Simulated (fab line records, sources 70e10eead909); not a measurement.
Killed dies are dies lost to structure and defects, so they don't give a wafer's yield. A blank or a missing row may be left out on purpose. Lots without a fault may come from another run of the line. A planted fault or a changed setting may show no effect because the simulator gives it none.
Chamber matching | flow nand_harc | NHARC_A_STAIRCASE_ETCH_169 on rie_diel-09: 4 sister chambers
The step etches the open film in CH3F/O2, target depth 50 nm, time 107.1 s. 8 wafers are shown with their chamber, then 9 later ones without.

WAFERS WITH THEIR CHAMBER
wafer  | chamber | showerhead_plenum_p_Torr (Torr) | drypump_motor_current_A (A)
L079.5 | 0       | 2.35                            | 5.2
L081.6 | 3       | 2.30                            | 6.4
L083.1 | 2       | 2.62                            | 5.2
L083.3 | 1       | 2.60                            | 5.7
L083.5 | 3       | 2.29                            | 6.4
L084.1 | 0       | 2.34                            | 5.2
L084.3 | 2       | 2.62                            | 5.2
L084.5 | 1       | 2.60                            | 5.8

WAFERS WITHOUT THEIR CHAMBER
wafer  | showerhead_plenum_p_Torr (Torr) | drypump_motor_current_A (A)
L086.1 | 2.59                            | 5.8
L086.3 | 2.29                            | 6.4
L086.4 | 2.62                            | 5.2
L088.1 | 2.34                            | 5.2
L088.3 | 2.59                            | 5.8
L088.5 | 2.34                            | 5.2
L095.1 | 2.28                            | 6.4
L095.3 | 2.58                            | 5.8
L095.5 | 2.33                            | 5.2

WHICH CHAMBER EACH WENT THROUGH
wafer  | from the rows above | in truth
L086.1 | 1                   | 1
L086.3 | 3                   | 3
L086.4 | 2                   | 2
L088.1 | 0                   | 0
L088.3 | 1                   | 1
L088.5 | 0                   | 0
L095.1 | 3                   | 3
L095.3 | 1                   | 1
L095.5 | 0                   | 0
Placed correctly: 9 of 9. Can't be placed from these rows: 0. Placed wrongly: 0.
How it was worked out, from the rows above alone: a wafer's distance from a chamber is the root of the sum, over the readings, of the square of ((its reading less the chamber's mean) divided by the reading's scatter). The wafer belongs to the nearest chamber; if the next one is less than 2 further off, it can't be placed. A chamber's mean is the mean of its shown wafers. The scatter: the root of (the sum of the squares of (reading less its chamber's mean) over the shown wafers, divided by (wafers less chambers)).
